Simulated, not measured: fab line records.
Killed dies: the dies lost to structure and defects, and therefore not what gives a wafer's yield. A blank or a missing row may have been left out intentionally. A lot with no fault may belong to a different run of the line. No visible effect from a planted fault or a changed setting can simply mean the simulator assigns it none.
fab line records    flow nand-harc
[record] lots = 24  wafers = 72  last-day = 34
route steps=1302 shown P_GATE@185 P_CONTACT@242 P_M0@265
lots untouched by any fault: they come from a run of this same line in which no faults occurred
start-h: hours from the record's first day to the start of the lot's first wafer shown    wait-h: how many hours have passed since the lot's step before this one    " unchanged from the row above    L1.1+2: several wafers, shown together as one row    - no value present, or no start provided    * or withheld: withheld    < > ~ a bound
route shown NAME@n: a module of which the file shows steps, and the number in the route of the first    usual: average and standard deviation across the fault-free wafers    same: alike in all rows    chamber/n: place in a boat    sites: readings site by site    _std_site: the standard deviation of these    _edge_site: outer sites' mean less inner sites'    radius-mm: for every site, how far away it sits from the centre of the wafer    mask NAME#n: copy n    behind: the most recent tool/chamber to have shaped the wafer    hold: what put the lot on hold/how long, in hours/how the hold closed    device: whichever transistor did not switch (one of n, p or np)    end of line: the tests these same wafers got at the end of their route    a step without rows: its recipe alone    killed: dies lost to structure and defects at the first sort, not the wafer's yield    map: a wafer's dies, x killed, . not, _ none there
set.NAME: the run value of the setting; set.NAME@STEP: its run value at that earlier step    model.NAME: the simulator's own value behind a step, which no gauge read
a sample of lots followed through the steps of the route, with each step as a table and each wafer as a row
services: when a tool's chamber went out of use (start-h, in hours from the record's first day, below 0 if earlier), for how many hours, and the reason
[[steps]]
[step NHARC_P_GATE_CD_MEAS_59]
[recipe] target-cd-nm = 720  landing-energy-ev = 500
[usual] cd-nm = 719.2/1.7
lot.wafer  tool       chamber  start-h  wait-h  cd-nm
L074.2     cd-sem-01  0        118.01   -       718.3
L074.5     "          0        "        "       718.1
L074.6     "          0        "        "       720.4
L075.3     cd-sem-03  0        118.40   -       721.7
L075.4     "          0        "        "       721.8
L075.6     "          0        "        "       720.7
L076.3     cd-sem-03  0        130.84   -       719.5
L076.4     "          0        "        "       716.2
L076.6     "          0        "        "       718.5
L077.2     cd-sem-03  0        134.71   -       718.1
L077.3     "          0        "        "       715.9
L077.5     "          0        "        "       718.2
L078.1     cd-sem-02  0        147.90   -       720.9
L078.4     "          0        "        "       718.9
L078.5     "          0        "        "       720.0
L079.2     cd-sem-02  0        165.24   -       716.7
L079.5     "          0        "        "       715.7
L079.6     "          0        "        "       718.2
L080.3     cd-sem-01  0        168.24   -       721.1
L080.5     "          0        "        "       721.2
L080.6     "          0        "        "       721.3
L081.2     cd-sem-03  0        179.49   -       718.5
L081.3     "          0        "        "       717.3
L081.5     "          0        "        "       717.5
L082.1     cd-sem-02  0        190.54   -       720.4
L082.4     "          0        "        "       718.4
L082.6     "          0        "        "       718.6
L083.1     cd-sem-01  0        200.13   -       719.0
L083.5     "          0        "        "       719.1
L083.6     "          0        "        "       720.6
L084.1     cd-sem-01  0        209.75   -       718.8
L084.3     "          0        "        "       716.2
L084.5     "          0        "        "       714.0
L085.2     cd-sem-02  0        223.98   -       720.7
L085.4     "          0        "        "       721.5
L085.6     "          0        "        "       719.3
L086.1     cd-sem-03  0        226.69   -       719.4
L086.3     "          0        "        "       719.1
L086.4     "          0        "        "       718.6
L087.2     cd-sem-01  0        242.17   -       722.3
L087.4     "          0        "        "       721.2
L087.6     "          0        "        "       718.4
L088.1     cd-sem-03  0        255.27   -       720.5
L088.2     "          0        "        "       719.0
L088.5     "          0        "        "       717.8
L089.4     cd-sem-02  0        261.38   -       718.9
L089.5     "          0        "        "       716.9
L089.6     "          0        "        "       719.1
L090.1     cd-sem-03  0        274.45   -       720.5
L090.4     "          0        "        "       719.8
L090.5     "          0        "        "       719.3
L091.1     cd-sem-01  0        287.12   -       717.9
L091.4     "          0        "        "       720.1
L091.5     "          0        "        "       717.9
L092.1     cd-sem-03  0        291.62   -       716.7
L092.2     "          0        "        "       718.1
L092.6     "          0        "        "       720.5
L093.2     cd-sem-01  0        298.35   -       718.6
L093.3     "          0        "        "       716.7
L093.6     "          0        "        "       718.8
L094.4     cd-sem-01  0        318.84   -       718.3
L094.5     "          0        "        "       720.9
L094.6     "          0        "        "       720.6
L095.2     cd-sem-01  0        323.36   -       720.8
L095.3     "          0        "        "       721.2
L095.6     "          0        "        "       719.2
L096.3     cd-sem-03  0        333.62   -       721.5
L096.4     "          0        "        "       719.6
L096.5     "          0        "        "       720.4
L097.3     cd-sem-02  0        346.98   -       717.9
L097.4     "          0        "        "       717.7
L097.6     "          0        "        "       717.5
[step NHARC_P_GATE_STRIP_76]
[recipe] power-w = 1500  temp-c = 250  chemistry = O2
[usual] drypump-motor-current-A = 5.4/0.59  heater-power-w = 368/24
lot.wafer  tool             chamber  start-h  wait-h  drypump-motor-current-A  heater-power-w  rf-hours-counter-h
L074.2     plasma-asher-01  0        118.83   0.2     6.3                      346             26
L074.6     "                1        "        "       5.9                      367             -
L074.5     "                0        "        "       6.3                      348             -
L075.4     plasma-asher-02  1        119.21   0.2     4.8                      384             -
L075.3     "                0        "        "       5.2                      398             -
L075.6     "                0        "        "       5.2                      389             -
L076.3     plasma-asher-01  1        131.70   0.2     5.9                      371             -
L076.4     "                0        "        "       6.3                      348             -
L076.6     "                0        "        "       6.3                      354             -
L077.2     plasma-asher-02  1        135.53   0.2     4.8                      375             10
L077.3     "                0        "        "       5.2                      404             -
L077.5     "                1        "        "       4.8                      384             -
L078.1     plasma-asher-02  0        148.69   0.2     5.2                      407             13
L078.4     "                0        "        "       5.2                      404             -
L078.5     "                0        "        "       5.2                      415             -
L079.2     plasma-asher-02  1        166.28   0.2     4.8                      375             16
L079.5     "                0        "        "       5.2                      402             -
L079.6     "                1        "        "       4.8                      381             -
L080.3     plasma-asher-02  0        169.06   0.1     5.2                      410             -
L080.5     "                1        "        "       4.8                      370             -
L080.6     "                0        "        "       5.2                      396             -
L081.2     plasma-asher-02  0        180.32   0.2     5.2                      395             21
L081.3     "                1        "        "       4.8                      372             -
L081.5     "                0        "        "       5.2                      398             -
L082.1     plasma-asher-02  0        191.33   0.2     5.2                      403             23
L082.4     "                1        "        "       4.8                      382             -
L082.6     "                1        "        "       4.8                      372             -
L083.1     plasma-asher-01  0        200.93   0.2     6.3                      331             5
L083.6     "                1        "        "       6.0                      358             -
L083.5     "                0        "        "       6.3                      335             -
L084.1     plasma-asher-01  0        210.60   0.2     6.3                      326             9
L084.3     "                1        "        "       5.9                      352             -
L084.5     "                1        "        "       5.9                      364             -
L085.2     plasma-asher-02  0        224.78   0.2     5.2                      401             28
L085.4     "                0        "        "       5.2                      392             -
L085.6     "                1        "        "       4.8                      381             -
L086.1     plasma-asher-01  1        227.50   0.2     5.9                      357             13
L086.3     "                0        "        "       6.3                      324             -
L086.4     "                1        "        "       5.9                      358             -
L087.2     plasma-asher-02  0        242.96   0.2     5.2                      390             33
L087.4     "                0        "        "       5.2                      398             -
L087.6     "                0        "        "       5.2                      401             -
L088.1     plasma-asher-01  0        256.06   0.2     6.3                      333             18
L088.2     "                1        "        "       5.9                      359             18
L088.5     "                0        "        "       6.3                      328             -
L089.4     plasma-asher-02  1        262.19   0.2     4.8                      364             -
L089.6     "                1        "        "       4.8                      357             -
L089.5     "                0        "        "       5.2                      391             -
L090.1     plasma-asher-02  0        275.27   0.2     5.2                      386             3
L090.4     "                0        "        "       5.2                      393             -
L090.5     "                0        "        "       5.2                      401             -
L091.1     plasma-asher-01  0        287.94   0.2     6.3                      327             24
L091.4     "                0        "        "       6.3                      334             -
L091.5     "                1        "        "       6.0                      354             -
L092.1     plasma-asher-01  0        292.41   0.2     6.3                      333             26
L092.2     "                1        "        "       5.9                      361             26
L092.6     "                0        "        "       6.3                      324             -
L093.2     plasma-asher-02  1        299.15   0.2     4.8                      354             9
L093.3     "                0        "        "       5.2                      387             -
L093.6     "                1        "        "       4.8                      346             -
L094.4     plasma-asher-01  0        319.67   0.2     6.3                      331             -
L094.6     "                0        "        "       6.3                      322             -
L094.5     "                1        "        "       6.0                      359             -
L095.2     plasma-asher-02  0        324.18   0.2     5.2                      398             14
L095.3     "                1        "        "       4.8                      352             -
L095.6     "                0        "        "       5.2                      392             -
L096.3     plasma-asher-01  1        334.43   0.2     5.9                      366             -
L096.4     "                0        "        "       6.3                      328             -
L096.5     "                1        "        "       5.9                      348             -
L097.4     plasma-asher-02  1        347.78   0.2     4.8                      351             -
L097.3     "                0        "        "       5.2                      390             -
L097.6     "                1        "        "       4.8                      355             -
[step NHARC_P_GATE_RTA_80]
[recipe] temp-c = 300  time-s = 30
[usual] wafer_temp_C_max = 301.0/0.59
lot.wafer  tool           chamber  start-h  wait-h  wafer_temp_C_max
L074.2     rtp-anneal-02  0        122.21   -       300.9
L074.5     "              0        "        "       300.7
L074.6     "              0        "        "       300.7
L075.3     rtp-anneal-01  0        122.86   -       301.5
L075.4     "              0        "        "       302.3
L075.6     "              0        "        "       301.8
L076.3     rtp-anneal-02  0        134.95   -       300.3
L076.4     "              0        "        "       300.5
L076.6     "              0        "        "       300.4
L077.2     rtp-anneal-02  0        138.80   -       300.2
L077.3     "              0        "        "       300.7
L077.5     "              0        "        "       300.4
L078.1     rtp-anneal-02  0        152.06   -       301.2
L078.4     "              0        "        "       301.2
L078.5     "              0        "        "       301.4
L079.2     rtp-anneal-01  0        169.91   -       300.6
L079.5     "              0        "        "       302.0
L079.6     "              0        "        "       301.9
L080.3     rtp-anneal-01  0        172.29   -       302.0
L080.5     "              0        "        "       301.5
L080.6     "              0        "        "       302.1
L081.2     rtp-anneal-02  0        183.68   -       300.7
L081.3     "              0        "        "       300.7
L081.5     "              0        "        "       300.7
L082.1     rtp-anneal-02  0        194.52   -       300.5
L082.4     "              0        "        "       300.5
L082.6     "              0        "        "       300.4
L083.1     rtp-anneal-02  0        204.76   -       300.6
L083.5     "              0        "        "       300.9
L083.6     "              0        "        "       300.8
L084.1     rtp-anneal-01  0        213.94   -       301.3
L084.3     "              0        "        "       301.9
L084.5     "              0        "        "       301.2
L085.2     rtp-anneal-01  0        228.27   -       301.8
L085.4     "              0        "        "       302.1
L085.6     "              0        "        "       301.8
L086.1     rtp-anneal-01  0        230.82   -       301.4
L086.3     "              0        "        "       301.2
L086.4     "              0        "        "       301.8
L087.2     rtp-anneal-02  0        246.33   -       300.6
L087.4     "              0        "        "       300.6
L087.6     "              0        "        "       300.2
L088.1     rtp-anneal-02  0        259.39   -       300.7
L088.2     "              0        "        "       300.3
L088.5     "              0        "        "       300.8
L089.4     rtp-anneal-01  0        265.60   -       301.7
L089.5     "              0        "        "       301.7
L089.6     "              0        "        "       301.9
L090.1     rtp-anneal-01  0        278.68   -       301.8
L090.4     "              0        "        "       301.6
L090.5     "              0        "        "       301.6
L091.1     rtp-anneal-02  0        291.27   -       300.5
L091.4     "              0        "        "       300.7
L091.5     "              0        "        "       300.7
L092.1     rtp-anneal-02  0        295.61   -       300.6
L092.2     "              0        "        "       300.6
L092.6     "              0        "        "       300.9
L093.2     rtp-anneal-01  0        302.52   -       302.3
L093.3     "              0        "        "       301.7
L093.6     "              0        "        "       301.8
L094.4     rtp-anneal-02  0        323.06   -       300.6
L094.5     "              0        "        "       300.6
L094.6     "              0        "        "       301.2
L095.2     rtp-anneal-02  0        327.52   -       300.5
L095.3     "              0        "        "       300.7
L095.6     "              0        "        "       300.5
L096.3     rtp-anneal-02  0        337.84   -       300.4
L096.4     "              0        "        "       300.5
L096.5     "              0        "        "       300.5
L097.3     rtp-anneal-02  0        351.16   -       300.3
L097.4     "              0        "        "       300.8
L097.6     "              0        "        "       300.2
[step NHARC_P_CONTACT_STRIP_28]
[recipe] o2-flow-sccm = 500  ar-flow-sccm = 0  bias-w = 0  chemistry = O2
[usual] drypump-motor-current-A = 5.8/0.42  oes-product-au = 0.998/0.01  rf-vpp-V = 57.8/0.86  showerhead-plenum-p-Torr = 3.58/0.13  throttle-valve-pct = 17.037/0.0093
lot.wafer  tool         chamber  start-h  wait-h  drypump-motor-current-A  oes-product-au  rf-hours-counter-h  rf-vpp-V  showerhead-plenum-p-Torr  throttle-valve-pct
L074.2     rie-diel-10  1        125.53   0.1     5.8                      0.988           1.6                 59.0      3.67                      17.029
L074.6     "            3        "        "       5.2                      0.976           -                   60.6      3.63                      17.032
L074.5     "            0        "        "       6.2                      0.988           -                   56.4      3.41                      17.025
L075.4     rie-diel-10  3        126.39   0.1     5.2                      0.987           1.5                 58.0      3.63                      17.021
L075.3     "            0        "        "       6.2                      0.992           1.9                 56.5      3.41                      17.034
L075.6     "            2        "        "       5.0                      0.997           -                   58.5      3.57                      17.031
L076.3     rie-diel-12  1        138.34   0.1     5.4                      1.005           1.6                 57.9      3.68                      17.047
L076.4     "            2        "        "       5.9                      1.004           2.0                 57.6      3.56                      17.036
L076.6     "            2        "        "       5.9                      0.994           -                   56.7      3.56                      17.030
L077.3     rie-diel-11  3        142.19   0.1     5.6                      0.998           1.5                 58.3      3.75                      17.034
L077.2     "            2        "        "       5.8                      1.014           1.4                 58.6      3.75                      17.040
L077.5     "            3        "        "       5.6                      1.012           -                   57.4      3.75                      17.021
L078.1     rie-diel-11  0        155.51   0.1     6.4                      1.005           1.8                 56.6      3.76                      17.025
L078.4     "            0        "        "       6.4                      1.008           -                   58.4      3.76                      17.048
L078.5     "            2        "        "       5.7                      1.020           -                   57.2      3.75                      17.037
L079.2     rie-diel-10  0        173.70   0.1     6.3                      0.992           3.2                 57.4      3.40                      17.033
L079.5     "            3        "        "       5.2                      0.976           -                   57.8      3.63                      17.054
L079.6     "            0        "        "       6.2                      0.998           -                   58.2      3.40                      17.039
L080.3     rie-diel-12  0        175.61   0.1     6.2                      0.991           3.2                 57.1      3.35                      17.042
L080.6     "            1        "        "       5.4                      0.994           -                   57.3      3.68                      17.040
L080.5     "            0        "        "       6.2                      0.995           -                   56.9      3.35                      17.056
L081.2     rie-diel-10  3        187.38   0.1     5.3                      0.990           3.3                 57.2      3.63                      17.043
L081.3     "            0        "        "       6.2                      0.992           3.9                 57.9      3.40                      17.048
L081.5     "            3        "        "       5.2                      0.976           -                   57.1      3.63                      17.037
L082.4     rie-diel-10  0        198.06   0.1     6.3                      0.998           4.1                 57.7      3.40                      17.045
L082.1     "            2        "        "       5.0                      1.005           3.3                 56.8      3.57                      17.041
L082.6     "            0        "        "       6.3                      1.004           -                   57.3      3.40                      17.047
L083.1     rie-diel-12  0        208.21   0.1     6.2                      0.997           4.9                 56.6      3.35                      17.021
L083.6     "            2        "        "       5.9                      1.000           -                   57.7      3.56                      17.052
L083.5     "            3        "        "       5.6                      1.008           -                   55.7      3.43                      17.051
L084.1     rie-diel-10  1        217.37   0.1     5.8                      1.004           4.1                 57.4      3.67                      17.040
L084.3     "            2        "        "       5.0                      1.000           3.7                 57.4      3.57                      17.037
L084.5     "            3        "        "       5.2                      0.986           -                   56.5      3.63                      17.033
L085.2     rie-diel-12  3        231.63   0.1     5.7                      1.012           7.7                 58.2      3.43                      17.041
L085.4     "            2        "        "       5.9                      0.992           7.5                 58.1      3.55                      17.033
L085.6     "            0        "        "       6.2                      0.996           -                   57.9      3.35                      17.049
L086.1     rie-diel-12  1        234.70   0.1     5.4                      0.992           8.9                 57.0      3.68                      17.043
L086.3     "            3        "        "       5.6                      1.019           7.8                 56.7      3.43                      17.044
L086.4     "            0        "        "       6.2                      1.008           7.3                 57.6      3.35                      17.033
L087.2     rie-diel-12  0        249.72   0.1     6.2                      1.001           7.6                 59.3      3.35                      17.027
L087.4     "            1        "        "       5.4                      0.992           9.3                 58.9      3.68                      17.027
L087.6     "            3        "        "       5.6                      1.018           -                   57.5      3.43                      17.057
L088.1     rie-diel-12  0        262.79   0.1     6.2                      1.001           8.6                 57.2      3.35                      17.027
L088.2     "            2        "        "       5.9                      0.973           8.7                 57.5      3.55                      17.039
L088.5     "            0        "        "       6.2                      1.001           -                   56.3      3.35                      17.042
L089.4     rie-diel-11  0        269.00   0.1     6.4                      1.002           0.0                 59.2      3.76                      17.039
L089.5     "            1        "        "       6.1                      0.996           -                   57.6      3.55                      17.042
L089.6     "            2        "        "       5.7                      0.999           -                   58.1      3.74                      17.039
L090.4     rie-diel-10  3        282.17   0.1     5.2                      0.991           0.8                 57.9      3.63                      17.032
L090.1     "            1        "        "       5.9                      1.009           1.0                 58.9      3.67                      17.042
L090.5     "            3        "        "       5.2                      0.984           -                   57.3      3.63                      17.033
L091.1     rie-diel-10  3        294.68   0.1     5.2                      0.994           1.0                 57.7      3.63                      17.032
L091.4     "            0        "        "       6.3                      1.013           1.1                 59.6      3.40                      17.033
L091.5     "            2        "        "       5.0                      0.998           -                   57.4      3.57                      17.049
L092.2     rie-diel-10  3        299.02   0.1     5.2                      0.983           1.1                 58.7      3.63                      17.036
L092.1     "            0        "        "       6.2                      1.014           1.2                 56.6      3.40                      17.050
L092.6     "            2        "        "       5.0                      0.992           -                   58.8      3.57                      17.027
L093.2     rie-diel-12  0        306.16   0.1     6.2                      1.019           1.7                 58.7      3.35                      17.036
L093.3     "            2        "        "       5.9                      0.988           1.2                 57.9      3.55                      17.043
L093.6     "            3        "        "       5.6                      1.005           -                   56.2      3.43                      17.040
L094.4     rie-diel-11  1        326.39   0.1     6.2                      0.996           1.4                 57.3      3.55                      17.045
L094.5     "            1        "        "       6.2                      1.001           -                   57.0      3.55                      17.020
L094.6     "            2        "        "       5.7                      0.997           -                   59.0      3.74                      17.045
L095.2     rie-diel-11  2        330.92   0.1     5.7                      0.997           1.7                 56.9      3.74                      17.043
L095.3     "            3        "        "       5.6                      1.005           1.8                 57.9      3.75                      17.056
L095.6     "            1        "        "       6.2                      1.001           -                   57.4      3.55                      17.045
L096.3     rie-diel-12  2        341.35   0.1     5.9                      0.998           4.0                 58.1      3.55                      17.025
L096.5     "            2        "        "       5.9                      0.989           -                   57.2      3.55                      17.042
L096.4     "            0        "        "       6.2                      1.011           -                   57.4      3.35                      17.045
L097.4     rie-diel-11  3        354.59   0.1     5.6                      1.011           2.2                 58.3      3.75                      17.019
L097.3     "            1        "        "       6.2                      0.992           2.1                 57.9      3.55                      17.035
L097.6     "            3        "        "       5.6                      1.006           -                   57.9      3.75                      17.032
[step NHARC_P_CONTACT_DEGAS_38]
[recipe] temp-c = 300  time-s = 60
[usual] heater-power-w = 464/63
lot.wafer  tool            chamber  start-h  wait-h  heater-power-w
L074.2     pvd-sputter-01  -        126.15   -       541
L074.5     "               -        "        "       387
L074.6     "               -        "        "       413
L075.4     pvd-sputter-03  -        127.07   -       466
L075.3     "               -        "        "       518
L075.6     "               -        "        "       509
L076.3     pvd-sputter-03  -        138.97   -       514
L076.4     "               -        "        "       527
L076.6     "               -        "        "       475
L077.3     pvd-sputter-02  -        142.87   -       513
L077.2     "               -        "        "       531
L077.5     "               -        "        "       387
L078.1     pvd-sputter-03  -        156.16   -       470
L078.4     "               -        "        "       526
L078.5     "               -        "        "       462
L079.2     pvd-sputter-01  -        174.35   -       386
L079.5     "               -        "        "       388
L079.6     "               -        "        "       432
L080.3     pvd-sputter-01  -        176.25   -       549
L080.6     "               -        "        "       388
L080.5     "               -        "        "       427
L081.3     pvd-sputter-01  -        188.04   -       419
L081.2     "               -        "        "       552
L081.5     "               -        "        "       390
L082.4     pvd-sputter-01  -        198.77   -       390
L082.1     "               -        "        "       430
L082.6     "               -        "        "       394
L083.1     pvd-sputter-03  -        208.82   -       482
L083.5     "               -        "        "       489
L083.6     "               -        "        "       488
L084.3     pvd-sputter-03  -        217.99   -       491
L084.1     "               -        "        "       471
L084.5     "               -        "        "       540
L085.4     pvd-sputter-03  -        232.27   -       473
L085.2     "               -        "        "       492
L085.6     "               -        "        "       470
L086.1     pvd-sputter-02  -        235.34   -       521
L086.4     "               -        "        "       542
L086.3     "               -        "        "       455
L087.2     pvd-sputter-01  -        250.32   -       386
L087.4     "               -        "        "       431
L087.6     "               -        "        "       395
L088.1     pvd-sputter-02  -        263.43   -       541
L088.2     "               -        "        "       384
L088.5     "               -        "        "       519
L089.4     pvd-sputter-01  -        269.61   -       440
L089.6     "               -        "        "       573
L089.5     "               -        "        "       393
L090.4     pvd-sputter-01  -        282.79   -       559
L090.1     "               -        "        "       392
L090.5     "               -        "        "       586
L091.4     pvd-sputter-01  -        295.30   -       565
L091.1     "               -        "        "       416
L091.5     "               -        "        "       401
L092.2     pvd-sputter-03  -        299.66   -       530
L092.1     "               -        "        "       490
L092.6     "               -        "        "       483
L093.3     pvd-sputter-01  -        306.78   -       434
L093.2     "               -        "        "       417
L093.6     "               -        "        "       450
L094.4     pvd-sputter-02  -        327.02   -       442
L094.6     "               -        "        "       457
L094.5     "               -        "        "       353
L095.2     pvd-sputter-01  -        331.53   -       443
L095.3     "               -        "        "       397
L095.6     "               -        "        "       443
L096.4     pvd-sputter-01  -        342.02   -       389
L096.3     "               -        "        "       569
L096.5     "               -        "        "       395
L097.3     pvd-sputter-01  -        355.23   -       396
L097.4     "               -        "        "       413
L097.6     "               -        "        "       416
[step NHARC_P_M0_INSPECT_11]
[usual] raw-defect-count = 4/3.2
lot.wafer  tool               chamber  start-h  wait-h  raw-defect-count
L074.2     defect-inspect-01  -        129.19   0.0     1
L074.5     "                  -        "        "       3
L074.6     "                  -        "        "       3
L075.3     defect-inspect-02  -        129.61   0.0     3
L075.4     "                  -        "        "       2
L075.6     "                  -        "        "       3
L076.3     defect-inspect-01  -        141.68   0.0     5
L076.4     "                  -        "        "       1
L076.6     "                  -        "        "       2
L077.2     defect-inspect-01  -        145.25   0.0     2
L077.3     "                  -        "        "       0
L077.5     "                  -        "        "       0
L078.1     defect-inspect-01  -        158.71   0.0     3
L078.4     "                  -        "        "       1
L078.5     "                  -        "        "       3
L079.2     defect-inspect-01  -        176.89   0.0     4
L079.5     "                  -        "        "       3
L079.6     "                  -        "        "       4
L080.3     defect-inspect-02  -        178.79   0.0     5
L080.5     "                  -        "        "       4
L080.6     "                  -        "        "       4
L081.2     defect-inspect-02  -        190.46   0.0     4
L081.3     "                  -        "        "       8
L081.5     "                  -        "        "       5
L082.1     defect-inspect-02  -        201.27   0.0     6
L082.4     "                  -        "        "       9
L082.6     "                  -        "        "       2
L083.1     defect-inspect-01  -        211.34   0.0     5
L083.5     "                  -        "        "       5
L083.6     "                  -        "        "       3
L084.1     defect-inspect-02  -        220.40   0.0     2
L084.3     "                  -        "        "       1
L084.5     "                  -        "        "       3
L085.2     defect-inspect-02  -        234.82   0.0     3
L085.4     "                  -        "        "       6
L085.6     "                  -        "        "       6
L086.1     defect-inspect-01  -        237.73   0.0     6
L086.3     "                  -        "        "       7
L086.4     "                  -        "        "       9
L087.2     defect-inspect-01  -        252.73   0.0     7
L087.4     "                  -        "        "       10
L087.6     "                  -        "        "       15
L088.1     defect-inspect-02  -        265.95   0.0     8
L088.2     "                  -        "        "       11
L088.5     "                  -        "        "       8
L089.4     defect-inspect-02  -        272.12   0.0     10
L089.5     "                  -        "        "       8
L089.6     "                  -        "        "       4
L090.1     defect-inspect-02  -        285.36   0.0     8
L090.4     "                  -        "        "       6
L090.5     "                  -        "        "       7
L091.1     defect-inspect-01  -        297.86   0.0     1
L091.4     "                  -        "        "       4
L091.5     "                  -        "        "       7
L092.1     defect-inspect-02  -        302.30   0.0     3
L092.2     "                  -        "        "       1
L092.6     "                  -        "        "       1
L093.2     defect-inspect-02  -        309.30   0.0     3
L093.3     "                  -        "        "       2
L093.6     "                  -        "        "       2
L094.4     defect-inspect-02  -        329.54   0.0     1
L094.5     "                  -        "        "       5
L094.6     "                  -        "        "       2
L095.2     defect-inspect-02  -        334.05   0.0     5
L095.3     "                  -        "        "       3
L095.6     "                  -        "        "       0
L096.3     defect-inspect-01  -        344.41   0.0     4
L096.4     "                  -        "        "       4
L096.5     "                  -        "        "       4
L097.3     defect-inspect-01  -        357.80   0.0     1
L097.4     "                  -        "        "       2
L097.6     "                  -        "        "       3
[[services]]
tool             chamber  start-h  hours  kind
rie-diel-10      1        110.60   5.4    repair
rie-diel-12      0        115.28   16.0   repair
rie-diel-11      1        132.26   13.9   repair
pvd-sputter-01   -        146.70   0.9    repair
rie-diel-11      1        147.33   69.9   repair
plasma-asher-01  -        165.29   9.0    pm
pvd-sputter-03   -        170.00   10.0   pm
rie-diel-12      2        172.01   11.2   repair
rie-diel-11      2        184.04   6.3    repair
plasma-asher-02  -        196.34   7.1    repair
rie-diel-10      0        210.85   4.1    repair
rie-diel-11      -        213.69   3.7    repair
pvd-sputter-01   -        226.00   10.0   pm
rie-diel-12      -        227.82   1.0    repair
rie-diel-11      1        227.92   5.0    repair
plasma-asher-01  -        238.06   6.0    repair
rie-diel-10      -        242.50   9.0    pm
plasma-asher-02  -        249.28   1.9    repair
plasma-asher-02  -        251.22   9.0    pm
rie-diel-12      -        268.40   9.0    pm
rie-diel-12      1        331.25   12.8   repair
plasma-asher-01  -        342.29   9.0    pm
pvd-sputter-01   -        345.91   2.4    repair
pvd-sputter-03   -        348.00   10.0   pm
[[key]]
fault none
